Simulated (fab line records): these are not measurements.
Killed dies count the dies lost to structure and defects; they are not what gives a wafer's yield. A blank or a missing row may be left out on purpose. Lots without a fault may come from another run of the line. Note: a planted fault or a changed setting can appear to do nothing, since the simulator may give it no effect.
Split-lot study | flow n5 finfet | route with 1938 steps; 7 lots, 39 wafers read

== ABOUT THE SPLIT ==
At N5_PASSIVATION_PASS_ETCH_47 (etches SiNx in CF4/O2, target depth 770 nm, time 385 s), the setting time s was moved away from the recipe's 385 s on 9 of the 39 wafers read, by +28.1% to +44.7%. All remaining wafers had this setting at the recipe value.

Reading taken at the split's own step.

== THE READING ==
etch.depth nm (the simulator's own value, which no gauge read), in nm, at N5_PASSIVATION_PASS_ETCH_47 (etches SiNx in CF4/O2, target depth 770 nm, time 385 s). The file gives no usual value for it. The 30 wafers here that ran the recipe average 772.8 nm, standard deviation 7.6 nm.

wafer  | tool, chamber at the split | time s as run, s | against the recipe | etch.depth nm, nm | against lot-mates on the recipe
L076.1 | rie diel-03, 0             | 385              | recipe             | 784.9             | -
L076.2 | rie diel-03, 1             | 385              | recipe             | 775.4             | -
L076.3 | rie diel-03, 3             | 385              | recipe             | 764.3             | -
L076.4 | rie diel-03, 0             | 385              | recipe             | 782.9             | -
L076.5 | rie diel-03, 1             | 385              | recipe             | 778.4             | -
L076.6 | rie diel-03, 3             | 385              | recipe             | 767.6             | -
L081.1 | rie diel-01, 0             | 385              | recipe             | 773.8             | -
L081.2 | rie diel-01, 2             | 385              | recipe             | 774               | -
L081.3 | rie diel-01, 3             | 385              | recipe             | 784.1             | -
L081.4 | rie diel-01, 1             | 385              | recipe             | 778.1             | -
L081.5 | rie diel-01, 2             | 385              | recipe             | 772.7             | -
L081.6 | rie diel-01, 1             | 385              | recipe             | 772.3             | -
L083.2 | rie diel-01, 2             | 385              | recipe             | 760.5             | -
L083.4 | rie diel-01, 3             | 385              | recipe             | 778.3             | -
L083.5 | rie diel-01, 1             | 385              | recipe             | 767.3             | -
L089.1 | rie diel-01, 0             | 518.5            | +34.7%             | 1038              | +265.1
L089.2 | rie diel-01, 3             | 518.5            | +34.7%             | 1050              | +277.1
L089.3 | rie diel-01, 1             | 385              | recipe             | 780.8             | -
L089.4 | rie diel-01, 2             | 518.5            | +34.7%             | 1027              | +254.1
L089.5 | rie diel-01, 2             | 385              | recipe             | 762.2             | -
L089.6 | rie diel-01, 3             | 385              | recipe             | 775.8             | -
L087.1 | rie diel-01, 1             | 493.2            | +28.1%             | 990.2             | +211.9
L087.2 | rie diel-01, 2             | 385              | recipe             | 771.3             | -
L087.3 | rie diel-01, 0             | 385              | recipe             | 776.6             | -
L087.4 | rie diel-01, 3             | 493.2            | +28.1%             | 996.6             | +218.3
L087.5 | rie diel-01, 3             | 385              | recipe             | 787               | -
L087.6 | rie diel-01, 2             | 493.2            | +28.1%             | 986.8             | +208.5
L094.1 | rie diel-01, 3             | 557              | +44.7%             | 1121              | +357.2
L094.2 | rie diel-01, 2             | 385              | recipe             | 764.2             | -
L094.3 | rie diel-01, 1             | 385              | recipe             | 771.6             | -
L094.4 | rie diel-01, 0             | 385              | recipe             | 755.7             | -
L094.5 | rie diel-01, 2             | 557              | +44.7%             | 1096              | +332.2
L094.6 | rie diel-01, 1             | 557              | +44.7%             | 1116              | +352.2
L095.1 | rie diel-01, 2             | 385              | recipe             | 766.2             | -
L095.2 | rie diel-01, 1             | 385              | recipe             | 775.2             | -
L095.3 | rie diel-01, 0             | 385              | recipe             | 767               | -
L095.4 | rie diel-01, 3             | 385              | recipe             | 779.8             | -
L095.5 | rie diel-01, 3             | 385              | recipe             | 772.2             | -
L095.6 | rie diel-01, 2             | 385              | recipe             | 764               | -

THE FIT
A straight line over all 39 wafers: etch.depth nm changes by +7.63 nm for each +1% of time s; r = +1.00; the points scatter about the line by 8.2 nm.
The same after taking each lot's own level away (the mean of its wafers on the recipe; 39 wafers): +7.7 nm for each +1%; r = +1.00; scatter 7.3 nm.
Per that fit: largest time s move, reading shift of 3.4e+02 nm.
The span of the lots' own levels, 763.83 to 778.30 nm, comes to 1.9 times the standard deviation stated above.
Consequently the slope shifts little with the lot-to-lot level, the two slopes agreeing.
Check: with one of the wafers moved furthest among these (+44.7%) left out of the fit, the line predicts +341 nm for it against its lot-mates. Against them it came out at +357 nm.

== OTHER SPLITS ON THESE WAFERS ==
Before the reading, these wafers also passed through other splits. Each is held against what the fit with the lots' levels taken away leaves over:
other split on the same wafers | wafers away from the commonest value | r with etch.depth nm (lot level and that fit taken away)
N5_BEOL_M6_ALD_77 ald cycles   | 9                                    | -0.03
N5_BEOL_M9_ETCH_62 time s      | 15                                   | +0.13
N5_BEOL_M10_VIA_ETCH_34 time s | 15                                   | -0.07

== FILE'S OWN FIT ==
etch.depth nm changes by +7.7 nm for each +1% of time s, r = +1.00.
